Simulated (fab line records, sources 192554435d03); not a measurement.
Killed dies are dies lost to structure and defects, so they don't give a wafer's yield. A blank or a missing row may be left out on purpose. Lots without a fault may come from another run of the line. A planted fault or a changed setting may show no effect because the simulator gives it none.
Chamber matching | flow n5_finfet | N5_BEOL_M8_STRIP_19 on rie_diel-02: 4 sister chambers
The step strips in O2. 4 wafers are shown with their chamber, then 7 later ones without.

WAFERS WITH THEIR CHAMBER
wafer  | chamber | drypump_motor_current_A (A)
L084.1 | 3       | 4.7
L084.6 | 2       | 5.5
L086.1 | 1       | 4.9
L086.2 | 0       | 6.2

WAFERS WITHOUT THEIR CHAMBER
wafer  | drypump_motor_current_A (A)
L086.5 | 5.5
L092.2 | 5.5
L092.4 | 6.2
L092.6 | 5.5
L095.1 | 4.9
L095.4 | 6.3
L095.5 | 4.7

WHICH CHAMBER EACH WENT THROUGH
wafer  | from the rows above | in truth
L086.5 | 2                   | 2
L092.2 | 2                   | 2
L092.4 | 0                   | 0
L092.6 | 2                   | 2
L095.1 | 1                   | 1
L095.4 | 0                   | 0
L095.5 | 3                   | 3
Placed correctly: 7 of 7. Can't be placed from these rows: 0. Placed wrongly: 0.
How it was worked out, from the rows above alone: a wafer's distance from a chamber is the root of the sum, over the readings, of the square of ((its reading less the chamber's mean) divided by the reading's scatter). The wafer belongs to the nearest chamber; if the next one is less than 2 further off, it can't be placed. A chamber's mean is the mean of its shown wafers. The scatter: with one shown wafer a chamber, the root of the mean of the squares of how far each hidden wafer lies from its nearest shown one.
